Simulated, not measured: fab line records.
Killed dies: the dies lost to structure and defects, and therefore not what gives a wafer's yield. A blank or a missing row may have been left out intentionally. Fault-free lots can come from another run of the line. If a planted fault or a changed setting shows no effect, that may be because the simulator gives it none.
fab line records	flow nand_harc
[record] lots = 11	wafers = 33	last_day = 32
route steps=1302 shown A_STAIRCASE@700 END@1302
lots with no fault: from the same line, run without faults
start_h: hours from the record's opening day to when the first of the lot's shown wafers began	wait_h: time in hours since the lot's previous step	" the same as in the row above	L1.1+2: a row that stands for several wafers	- no value, or no start was given	* or withheld: withheld	< > ~ a bound
route shown NAME@n: NAME is a module with steps in the file, n the number in the route of the first one	usual: the fault-free wafers' mean and standard deviation	same: alike in all rows	chamber/n: place in a boat	sites: per-site readings	_std_site: how widely they spread, as a standard deviation	_edge_site: inner sites' mean taken away from outer sites' mean	radius_mm: how far each site lies from the wafer's centre	mask NAME#n: copy n	behind: the last tool/chamber to shape the wafer	hold: what put the lot on hold/how long, in hours/how the hold closed	device: transistor that didn't switch, given as n, p or np	end of line: at the end of the route, the tests of the same wafers	a step without rows: its recipe alone	killed: dies lost to structure and defects at the first sort, not the wafer's yield	map: per-die view of a wafer (x killed, . not killed, _ where there is no die)
set.NAME: the setting that was run; set.NAME@STEP: the one run at that earlier step	model.NAME: the simulator's own value behind a step, which no gauge read
steps of the route over a sample of lots; a table a step, a row a wafer
services: the hour from which a tool's chamber was out of use, counted from the record's first day as start_h (under 0 if before that day), plus the number of hours and why
[[steps]]
[step NHARC_A_STAIRCASE_DESCUM_186]
[recipe] time_s = 3	o2_flow_sccm = 200	ar_flow_sccm = 0	bias_power_w = 0	chemistry = O2
[usual] drypump_motor_current_A = 5.79/0.29	oes_product_au = 0.998/0.0093	rf_vpp_V = 57.7/0.94	showerhead_plenum_p_Torr = 1.90/0.093	throttle_valve_pct = 11.310/0.0096
[same] bias_power_w = 0
lot.wafer	tool	chamber	start_h	wait_h	drypump_motor_current_A	oes_product_au	rf_hours_counter_h	rf_vpp_V	showerhead_plenum_p_Torr	throttle_valve_pct
L106.2	rie_diel-11	2	357.72	-	5.96	1.008	25	57.4	1.86	11.311
L106.6	"	1	"	"	5.48	1.000	-	58.6	1.95	11.317
L106.5	"	2	"	"	5.95	0.992	-	57.7	1.86	11.283
L107.1	rie_diel-10	0	372.57	-	5.58	1.008	46	57.7	1.90	11.299
L107.2	"	1	"	"	5.48	1.004	42	58.1	1.92	11.293
L107.5	"	0	"	"	5.60	1.010	-	56.5	1.90	11.307
L108.3	rie_diel-10	1	372.86	-	5.51	0.993	42	58.1	1.92	11.308
L108.1	"	2	"	"	5.33	1.001	37	56.4	1.76	11.316
L108.4	"	3	"	"	6.03	1.006	39	57.6	1.84	11.308
L109.1	rie_diel-11	3	374.28	-	5.93	0.991	30	57.1	1.88	11.310
L109.4	"	1	"	"	5.46	0.987	36	56.5	1.94	11.314
L109.5	"	2	"	"	5.95	1.003	-	57.0	1.86	11.309
L116.1	rie_diel-11	3	458.53	-	5.92	1.006	7	57.1	1.87	11.310
L116.3	"	0	"	"	6.23	0.988	7	57.9	2.07	11.301
L116.5	"	3	"	"	5.91	0.994	-	57.7	1.88	11.293
L117.2	rie_diel-11	2	475.75	-	5.93	1.003	8	59.0	1.85	11.312
L117.1	"	1	"	"	5.48	0.986	9	58.2	1.94	11.310
L117.6	"	3	"	"	5.88	1.008	-	55.7	1.87	11.315
L121.3	rie_diel-10	0	498.63	-	5.60	1.007	17	57.2	1.89	11.309
L121.6	"	3	"	"	6.02	1.010	-	57.1	1.83	11.311
L121.5	"	0	"	"	5.58	1.007	-	58.5	1.89	11.315
L125.1	rie_diel-10	3	537.75	-	6.02	1.008	40	56.6	1.82	11.315
L125.4	"	1	"	"	5.53	1.003	37	57.9	1.90	11.310
L125.6	"	3	"	"	6.04	1.001	-	57.3	1.82	11.313
L124.3	rie_diel-13	3	538.19	-	5.46	0.988	5	57.0	1.83	11.300
L124.4	"	3	"	"	5.40	0.985	-	57.9	1.83	11.318
L124.6	"	0	"	"	5.71	0.995	-	58.6	1.87	11.314
L126.1	rie_diel-11	1	571.38	-	5.48	0.995	28	57.7	1.93	11.325
L126.4	"	2	"	"	5.90	0.999	38	57.4	1.84	11.309
L126.3	"	0	"	"	6.23	0.999	44	60.1	2.06	11.309
L127.1	rie_diel-13	3	571.82	-	5.46	0.989	17	58.3	1.82	11.311
L127.4	"	0	"	"	5.74	1.021	18	58.1	1.87	11.308
L127.5	"	2	"	"	6.19	1.020	-	58.6	2.07	11.297
[step NHARC_A_STAIRCASE_TRIM_193]
[recipe] time_s = 211.2	o2_flow_sccm = 500	ar_flow_sccm = 0	bias_w = 0	chemistry = O2
[usual] drypump_motor_current_A = 5.79/0.3	oes_product_au = 0.997/0.0097	rf_vpp_V = 57.7/0.94	run_length_s = 232.5/0.43	showerhead_plenum_p_Torr = 3.50/0.16	throttle_valve_pct = 17.037/0.009
lot.wafer	tool	chamber	start_h	wait_h	drypump_motor_current_A	oes_product_au	rf_hours_counter_h	rf_vpp_V	run_length_s	showerhead_plenum_p_Torr	throttle_valve_pct
L106.2	rie_diel-11	3	358.60	-	5.91	1.009	24	56.8	232.0	3.48	17.045
L106.5	"	3	"	"	5.93	0.986	-	57.5	232.5	3.48	17.037
L106.6	"	0	"	"	6.21	0.978	-	56.2	232.0	3.29	17.043
L107.2	rie_diel-10	0	373.45	-	5.59	0.992	46	58.7	232.5	3.50	17.030
L107.1	"	1	"	"	5.55	0.995	43	56.3	232.6	3.54	17.031
L107.5	"	0	"	"	5.57	0.995	-	58.5	233.1	3.50	17.031
L108.1	rie_diel-10	0	373.79	-	5.58	1.006	47	57.2	232.5	3.50	17.032
L108.3	"	1	"	"	5.52	1.005	43	58.0	232.5	3.54	17.039
L108.4	"	3	"	"	6.04	1.003	40	57.5	233.1	3.40	17.033
L109.1	rie_diel-11	0	375.16	-	6.25	0.980	36	56.2	232.7	3.29	17.041
L109.4	"	2	"	"	5.96	1.001	33	56.4	232.4	3.43	17.028
L109.5	"	0	"	"	6.24	0.988	-	57.4	232.1	3.29	17.015
L116.1	rie_diel-11	3	459.34	-	5.89	0.997	7	56.7	187.0	3.46	17.033
L116.3	"	1	"	"	5.45	0.988	6	58.2	187.2	3.57	17.052
L116.5	"	2	"	"	5.96	1.006	-	56.7	187.1	3.42	17.047
L117.1	rie_diel-11	2	476.58	-	5.98	1.000	9	56.7	187.0	3.42	17.037
L117.2	"	0	"	"	6.23	0.990	11	58.0	186.9	3.80	17.040
L117.6	"	1	"	"	5.47	0.985	-	57.4	187.2	3.57	17.051
L121.3	rie_diel-10	3	499.43	-	6.05	1.011	23	57.6	232.9	3.38	17.040
L121.5	"	1	"	"	5.54	0.993	-	58.5	233.2	3.52	17.034
L121.6	"	2	"	"	5.33	1.000	-	59.5	231.8	3.79	17.044
L125.4	rie_diel-10	2	538.51	-	5.29	1.008	39	57.4	231.9	3.79	17.038
L125.1	"	0	"	"	5.59	0.993	34	57.7	232.6	3.48	17.052
L125.6	"	2	"	"	5.30	1.012	-	59.2	231.7	3.79	17.025
L124.4	rie_diel-13	3	539.07	-	5.42	0.988	5	57.0	232.1	3.38	17.040
L124.3	"	0	"	"	5.73	1.010	5	56.5	233.8	3.46	17.019
L124.6	"	3	"	"	5.45	0.983	-	56.4	232.6	3.38	17.053
L126.1	rie_diel-11	0	572.15	-	6.22	1.009	44	57.1	232.1	3.78	17.048
L126.3	"	2	"	"	5.94	0.992	39	56.0	232.3	3.40	17.051
L126.4	"	3	"	"	5.93	1.005	43	58.8	232.1	3.44	17.053
L127.1	rie_diel-13	0	572.68	-	5.73	1.015	18	58.3	233.4	3.45	17.039
L127.4	"	2	"	"	6.19	1.009	17	61.0	232.1	3.80	17.048
L127.5	"	0	"	"	5.74	1.004	-	58.5	233.2	3.45	17.035
[step NHARC_A_STAIRCASE_ETCH_194]
[recipe] target_depth_a = 1000	time_s = 40.5	ion_energy_ev = 400	c4f8_flow_sccm = 20	o2_flow_sccm = 10	ar_flow_sccm = withheld	rf_w = 600	bias_w = 1000	chemistry = C4F8/O2
[usual] oes_product_au = 0.940/0.011	rf_fwd_power_W = 592.2/2.6	rf_vpp_V = 895/5.7
lot.wafer	tool	chamber	start_h	wait_h	oes_product_au	rf_fwd_power_W	rf_hours_counter_h	rf_vpp_V
L106.2	rie_diel-11	2	-	-	0.942	592.3	25	893
L106.6	"	2	"	"	0.952	590.3	-	893
L106.5	"	3	"	"	0.941	594.8	-	894
L107.2	rie_diel-10	1	-	-	0.939	592.7	43	896
L107.1	"	3	"	"	0.949	589.1	40	891
L107.5	"	1	"	"	0.940	593.6	-	896
L108.4	rie_diel-10	3	-	-	0.945	592.3	40	891
L108.1	"	0	"	"	0.924	591.5	47	895
L108.3	"	1	"	"	0.929	592.7	43	897
L109.1	rie_diel-11	3	-	-	0.936	595.9	30	894
L109.4	"	0	"	"	0.934	591.5	36	886
L109.5	"	2	"	"	0.941	593.5	-	891
L116.1	rie_diel-11	0	-	-	0.942	592.0	7	906
L116.3	"	1	"	"	0.943	594.4	6	898
L116.5	"	1	"	"	0.948	594.5	-	899
L117.2	rie_diel-11	3	-	-	0.956	592.8	11	893
L117.1	"	1	"	"	0.932	591.0	9	898
L117.6	"	3	"	"	0.939	594.1	-	893
L121.3	rie_diel-10	0	-	-	0.963	592.0	17	895
L121.6	"	1	"	"	0.938	594.0	-	895
L121.5	"	2	"	"	0.951	595.3	-	906
L125.1	rie_diel-10	2	-	-	0.952	592.9	39	905
L125.4	"	3	"	"	0.963	589.9	40	890
L125.6	"	0	"	"	0.947	591.1	-	894
L124.3	rie_diel-13	1	-	-	0.938	596.9	8	888
L124.4	"	3	"	"	0.926	588.0	5	890
L124.6	"	1	"	"	0.943	595.4	-	887
L126.4	rie_diel-11	0	-	-	0.935	586.7	44	906
L126.1	"	1	"	"	0.937	594.7	29	897
L126.3	"	2	"	"	0.955	591.2	39	890
L127.1	rie_diel-13	2	-	-	0.953	593.1	17	907
L127.4	"	3	"	"	0.940	585.1	18	891
L127.5	"	3	"	"	0.934	587.2	-	890
[step NHARC_A_STAIRCASE_ETCH_201]
[recipe] target_depth_a = 1000	time_s = 40.5	ion_energy_ev = 400	c4f8_flow_sccm = 20	o2_flow_sccm = 10	ar_flow_sccm = withheld	rf_w = 600	bias_w = 1000	chemistry = C4F8/O2
[usual] oes_product_au = 0.944/0.011	rf_fwd_power_W = 591.9/2.7	rf_vpp_V = 894/5.6
lot.wafer	tool	chamber	start_h	wait_h	oes_product_au	rf_fwd_power_W	rf_hours_counter_h	rf_vpp_V
L106.2	rie_diel-10	0	-	-	0.950	589.3	38	895
L106.6	"	3	"	"	0.953	592.4	-	891
L106.5	"	0	"	"	0.955	589.7	-	894
L107.1	rie_diel-13	1	-	-	0.949	594.1	8	890
L107.2	"	2	"	"	0.948	594.4	7	888
L107.5	"	3	"	"	0.926	588.9	-	892
L108.4	rie_diel-13	2	-	-	0.946	592.9	8	888
L108.3	"	3	"	"	0.928	586.1	10	892
L108.1	"	1	"	"	0.951	593.8	8	887
L109.4	rie_diel-11	1	-	-	0.944	596.9	37	897
L109.1	"	3	"	"	0.937	592.8	31	894
L109.5	"	2	"	"	0.931	593.5	-	893
L116.1	rie_diel-13	0	-	-	0.955	592.3	37	894
L116.3	"	2	"	"	0.947	591.6	36	887
L116.5	"	1	"	"	0.958	595.4	-	889
L117.2	rie_diel-10	1	-	-	0.954	591.8	16	895
L117.1	"	3	"	"	0.942	588.8	19	890
L117.6	"	1	"	"	0.951	593.5	-	895
L121.3	rie_diel-10	3	-	-	0.942	589.5	24	891
L121.6	"	1	"	"	0.924	595.5	-	896
L121.5	"	2	"	"	0.942	594.3	-	905
L125.4	rie_diel-11	3	-	-	0.950	593.9	37	893
L125.1	"	0	"	"	0.935	587.5	38	906
L125.6	"	2	"	"	0.950	588.1	-	892
L124.4	rie_diel-13	1	-	-	0.925	593.5	8	888
L124.3	"	0	"	"	0.955	592.9	6	894
L124.6	"	1	"	"	0.920	593.0	-	889
L126.1	rie_diel-11	1	-	-	0.934	588.7	29	897
L126.4	"	3	"	"	0.951	594.0	43	893
L126.3	"	0	"	"	0.948	590.9	44	906
L127.4	rie_diel-13	3	-	-	0.926	589.9	18	891
L127.1	"	0	"	"	0.950	591.0	19	892
L127.5	"	0	"	"	0.940	593.2	-	895
[step NHARC_END_SORT_01]
[recipe] temp_c = 25
[usual] killed_at_array = 53/18	killed_at_other = 0.8/1.1	killed_at_periphery = 4.1/2.7	killed_dies = 58/18	killed_open = 3.1/1.7	killed_short = 2.7/1.7
[same] gross_dies = 677
lot.wafer	tool	chamber	start_h	wait_h	killed_at_array	killed_at_other	killed_at_periphery	killed_dies	killed_open	killed_short
L107.1	prober-01	0	600.06	2.5	67	0	9	76	1	2
L107.2	prober-01	0	600.86	2.8	35	1	1	37	2	1
L107.5	prober-01	0	603.25	3.7	62	1	4	67	4	0
L116.1	prober-02	0	667.64	2.5	60	1	5	66	5	5
L116.3	prober-02	0	669.26	3.1	57	1	3	61	3	5
L116.5	prober-02	0	670.88	3.7	72	1	1	74	1	2
// killed by level:class
L107.1 A_CHANNEL_HOLE_D2:chamber_film_flake=35 A_SLIT:chamber_film_flake=24 P_GATE:chamber_film_flake=5 A_STAIRCASE:chamber_film_flake=3 P_ZERO_WELL:chamber_film_flake=2 P_CONTACT:geometric_particle:short=1 A_SGD_CUT:geometric_particle:short=1 A_CONTACT:geometric_particle:open=1
L107.2 A_SLIT:chamber_film_flake=17 A_CHANNEL_HOLE_D2:chamber_film_flake=12 A_M1:geometric_particle:open=2 A_CHANNEL_FILL_D1:geometric_particle:short=1 P_GATE:chamber_film_flake=1 A_STAIRCASE:chamber_film_flake=1 A_WL_FILL:chamber_film_flake=1 A_CONTACT:chamber_film_flake=1
L107.5 A_CHANNEL_HOLE_D2:chamber_film_flake=33 A_SLIT:chamber_film_flake=21 A_STAIRCASE:chamber_film_flake=3 A_WL_FILL:chamber_film_flake=2 P_GATE:geometric_particle:open=1 P_M0:geometric_particle:open=1 A_CHANNEL_FILL_D1:geometric_particle:open=1 A_DECK1_JOINT:geometric_particle:open=1
L116.1 A_SLIT:chamber_film_flake=32 A_CHANNEL_HOLE_D1:chamber_film_flake=14 A_STAIRCASE:chamber_film_flake=2 A_CHANNEL_HOLE_D2:unspecified=2 A_CONTACT:chamber_film_flake=2 P_CONTACT:geometric_particle:open=1 P_M0:geometric_particle:open=1 P_M2:geometric_particle:short=1
L116.3 A_SLIT:chamber_film_flake=25 A_CHANNEL_HOLE_D1:chamber_film_flake=17 A_STAIRCASE:chamber_film_flake=6 A_CHANNEL_FILL_D1:chamber_film_flake=2 P_CONTACT:geometric_particle:short=1 P_M0:geometric_particle:short=1 P_M2:geometric_particle:open=1 A_CHANNEL_FILL_D1:geometric_particle:open=1
L116.5 A_CHANNEL_HOLE_D1:chamber_film_flake=40 A_SLIT:chamber_film_flake=19 A_CHANNEL_FILL_D1:chamber_film_flake=2 A_CHANNEL_HOLE_D2:unspecified=2 A_STAIRCASE:chamber_film_flake=2 A_CONTACT:chamber_film_flake=2 P_STI:geometric_particle:short=1 A_CHANNEL_FILL_D2:geometric_particle:open=1
[[services]]
tool	chamber	start_h	hours	kind
rie_diel-11	0	341.42	-	clean
rie_diel-11	1	341.42	-	clean
rie_diel-11	2	341.42	-	clean
rie_diel-11	3	341.42	-	clean
rie_diel-13	-	342.02	9.0	pm
rie_diel-10	3	360.61	7.2	repair
rie_diel-11	0	365.92	-	clean
rie_diel-11	1	365.92	-	clean
rie_diel-11	2	365.92	-	clean
rie_diel-11	3	365.92	-	clean
rie_diel-11	0	390.42	-	clean
rie_diel-11	1	390.42	-	clean
rie_diel-11	2	390.42	-	clean
rie_diel-11	3	390.42	-	clean
rie_diel-11	0	415.75	-	clean
rie_diel-11	1	415.75	-	clean
rie_diel-10	-	420.98	9.0	pm
rie_diel-13	0	428.43	10.0	repair
rie_diel-11	-	435.73	9.0	pm
rie_diel-10	1	447.44	2.5	repair
rie_diel-11	1	513.47	17.3	repair
rie_diel-13	-	519.02	9.0	pm
rie_diel-13	1	533.64	5.1	repair
rie_diel-10	-	552.61	1.2	repair
[[key]]
[first_sign] step = NHARC_A_STAIRCASE_TRIM_193	reading = run_length_s	direction = down	sigmas = 99+	usual = *	struck = *
effect none on later readings
met_at NHARC_A_STAIRCASE_TRIM_193
struck_lots L116,L117
tester_left_out L116,L117
not_acting_at NHARC_A_STAIRCASE_DESCUM_186,NHARC_A_STAIRCASE_ETCH_194,NHARC_A_STAIRCASE_ETCH_201
onset_between 375.16 459.34
[fault] kind = process_parameter_drift	tool = rie_diel-11	chamber = -	onset_h = 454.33	steps = NHARC_A_STAIRCASE_TRIM_193	channel = time_s	offset = *	shape = step	end_h = 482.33	acts_in = *	stated = *
// tester_left_out: of these lots the tester's yield and bins aren't shown, on N5 and GAA mostly nor the transistor test; their killed dies are dies lost to structure and defects alone, not to doping, threshold or leakage, so they don't give the yield
